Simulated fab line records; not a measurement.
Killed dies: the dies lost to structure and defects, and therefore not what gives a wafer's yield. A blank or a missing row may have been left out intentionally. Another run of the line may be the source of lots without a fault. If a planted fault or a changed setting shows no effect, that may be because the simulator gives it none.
Matching of chambers / flow nand harc / NHARC_A_M1_CMP_23 on cmp-04: 4 sister chambers
The step polishes, t overpolish 20 s, target thk 154.34 nm. 4 wafers are shown with their chamber, then 11 later ones without.

## WAFERS PAIRED WITH THEIR CHAMBERS
wafer=L087.1; chamber=3; motor current A (A)=11.0
wafer=L087.3; chamber=1; motor current A (A)=11.2
wafer=L087.4; chamber=2; motor current A (A)=10.7
wafer=L092.1; chamber=0; motor current A (A)=12.5

## WAFERS WITHOUT THEIR CHAMBER
wafer=L092.2; motor current A (A)=11.5
wafer=L092.6; motor current A (A)=10.3
wafer=L093.1; motor current A (A)=11.0
wafer=L093.5; motor current A (A)=12.0
wafer=L093.6; motor current A (A)=10.9
wafer=L095.1; motor current A (A)=11.2
wafer=L095.3; motor current A (A)=12.9
wafer=L095.5; motor current A (A)=11.3
wafer=L097.1; motor current A (A)=13.1
wafer=L097.4; motor current A (A)=11.4
wafer=L097.6; motor current A (A)=10.4

## CHAMBER TAKEN BY EACH
wafer=L092.2; from the rows above=can't be placed: 1 or 3 or 2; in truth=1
wafer=L092.6; from the rows above=can't be placed: 2 or 3 or 1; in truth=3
wafer=L093.1; from the rows above=can't be placed: 3 or 1 or 2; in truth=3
wafer=L093.5; from the rows above=can't be placed: 0 or 1 or 3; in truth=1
wafer=L093.6; from the rows above=can't be placed: 3 or 2 or 1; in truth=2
wafer=L095.1; from the rows above=can't be placed: 1 or 3 or 2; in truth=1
wafer=L095.3; from the rows above=0; in truth=0
wafer=L095.5; from the rows above=can't be placed: 1 or 3 or 2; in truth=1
wafer=L097.1; from the rows above=0; in truth=0
wafer=L097.4; from the rows above=can't be placed: 1 or 3 or 2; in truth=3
wafer=L097.6; from the rows above=can't be placed: 2 or 3 or 1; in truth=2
2 of 11 placed correctly. These rows do not allow placing 9 (true chamber among the candidates in 9). Wrongly placed: 0.
How it was worked out, from the rows above alone: a wafer's distance from a chamber is the root of the sum, over the readings, of the square of ((its reading less the chamber's mean) divided by the reading's scatter). The wafer belongs to the nearest chamber; if the next one is less than 2 further off, it can't be placed. Each chamber's mean is taken over the wafers shown for it. The scatter: root of mean squared gap, hidden wafer to nearest shown wafer, with one shown wafer a chamber.
